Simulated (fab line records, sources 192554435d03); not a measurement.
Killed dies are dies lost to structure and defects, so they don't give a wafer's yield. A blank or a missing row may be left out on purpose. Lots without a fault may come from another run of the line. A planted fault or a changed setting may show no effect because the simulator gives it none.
One fault seen from 2 desks | flow n5_finfet | each desk has only its own numbers; what lay behind them comes last

THE METROLOGY DESK
What the gauges read, lot by lot, whatever tool the lot ran on: means of the sampled wafers that have a number. A lot is out of limits, marked OUT, if its mean lies more than 4 standard deviations from the usual mean; the brackets give that distance. Of its 12 readings 7 are shown: those that lie furthest out on some lot.
Columns: A = RS_SD_N at N5_SD_ACTIVATION_RS_MEAS_03, usual 21.92 ohm/sq; B = RS_SD_P at N5_SD_ACTIVATION_RS_MEAS_03, usual 56.1 ohm/sq; C = DIBL_N at N5_BEOL_M4_RC_MEAS_101, usual 36.8 mV/V; D = IOFF_P at N5_BEOL_M4_RC_MEAS_101, usual 0.23 nA/um; E = ION_N at N5_BEOL_M4_RC_MEAS_101, usual 680 uA/um; F = ION_P at N5_BEOL_M4_RC_MEAS_101, usual 466 uA/um; G = VT_P at N5_BEOL_M4_RC_MEAS_101, usual -249 mV
lot  | first seen here | A     | B    | C    | D    | E   | F   | G
L446 | day 3 21:41     | 21.39 | 55.2 | 37.6 | 0.30 | 701 | 478 | -243
L450 | day 5 01:53     | 21.79 | 55.2 | 37.4 | 0.21 | 691 | 466 | -250
L451 | day 5 05:10     | 21.84 | 56.9 | 36.8 | 0.22 | 671 | 464 | -248
L454 | day 5 21:29     | 21.99 | 55.8 | 40.4 | 0.31 | 684 | 475 | -243
L458 | day 6 21:56     | 21.99 | 56.9 | 36.5 | 0.21 | 682 | 464 | -250
L460 | day 7 09:34     | 22.29 | 58.6 | 37.0 | 0.17 | 672 | 452 | -254
L462 | day 7 22:42     | 21.58 | 56.6 | 34.7 | 0.21 | 665 | 457 | -251
L463 | day 8 06:50     | 22.16 | 56.2 | 36.3 | 0.23 | 682 | 469 | -250
L465 | day 8 15:07     | 21.80 | 55.3 | 38.6 | 0.25 | 692 | 466 | -250
L466 | day 9 05:19     | 22.12 | 55.5 | 35.4 | 0.21 | 676 | 465 | -252
This desk's finding: nothing out of limits on any of the 10 lots.

THE TOOL OWNER'S DESK: litho_track-04
The tool's own readings at N5_SDB_COAT_05 (resist thk 90 nm): means of the sampled wafers that have a number, for each lot that ran on this tool. A lot is out of limits, marked OUT, if its mean lies more than 4 standard deviations from the usual mean; the brackets give that distance.
Columns: A = spin_speed_rpm at N5_SDB_COAT_05, usual 1500.1 rpm
lot  | first seen here | A
L446 | day 4 04:23     | 1501.2
L451 | day 5 11:58     | 1370.7 (-99 or more) OUT
L454 | day 6 04:25     | 1367.8 (-99 or more) OUT
L466 | day 9 12:12     | 1501.1
This desk's finding: out of limits on L451, L454; first on L451, day 5 11:58 (spin_speed_rpm at N5_SDB_COAT_05). In limits: L446, L466.

PUT TOGETHER
The tool owner's desk could have raised an alarm at day 5 11:58, on L451, L454.
The metrology desk saw nothing out of limits.
The metrology desk has L451, L454 on record, within its limits.
Of the lots named, all ran N5_SDB_COAT_05 on litho_track-04.

WHAT THE SIMULATOR HAD PUT IN
Process parameter drift: litho_track-04, from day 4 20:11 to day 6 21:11, at N5_SDB_COAT_05. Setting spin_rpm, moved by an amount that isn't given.
Lots struck among those shown: L451, L454.
Hours from the fault's start to each desk's first reading out of limits: the tool owner's desk, 16.
